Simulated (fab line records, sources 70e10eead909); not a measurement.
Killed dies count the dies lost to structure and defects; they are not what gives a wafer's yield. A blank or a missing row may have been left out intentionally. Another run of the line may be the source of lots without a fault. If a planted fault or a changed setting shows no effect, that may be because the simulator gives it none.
Chamber matching ; flow nand-harc ; NHARC_P_M1_CMP_23 on cmp-02: 4 sister chambers
The step polishes, t overpolish 20 s, target thk 157.82 nm. 4 wafers are shown with their chamber, then 7 later ones without.

== WAFERS WITH THEIR CHAMBER ==
wafer;chamber;motor-current-A (A)
L082.5;2;10.4
L089.5;0;12.3
L091.2;1;12.2
L091.3;3;13.3

== WAFERS WITHOUT THEIR CHAMBER ==
wafer;motor-current-A (A)
L091.4;10.0
L094.2;13.0
L094.4;12.5
L094.5;10.4
L096.1;12.3
L096.3;13.5
L096.6;11.3

== THE CHAMBER EACH PASSED THROUGH ==
wafer;from the rows above;in truth
L091.4;2;2
L094.2;can't be placed: 3 or 0 or 1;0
L094.4;can't be placed: 0 or 1 or 3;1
L094.5;2;2
L096.1;can't be placed: 0 or 1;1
L096.3;3;3
L096.6;can't be placed: 1 or 2 or 0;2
Correct placement for 3 of the 7. Not placeable from these rows: 4 (in 4, the candidates include the true chamber). Placed wrongly: 0.
How it was worked out, from the rows above alone: a wafer's distance from a chamber is the root of the sum, over the readings, of the square of ((its reading less the chamber's mean) divided by the reading's scatter). The wafer belongs to the nearest chamber; if the next one is less than 2 further off, it can't be placed. For every chamber, the mean is computed from those of its wafers that are shown. The scatter: with one shown wafer a chamber, the root of the mean of the squares of how far each hidden wafer lies from its nearest shown one.
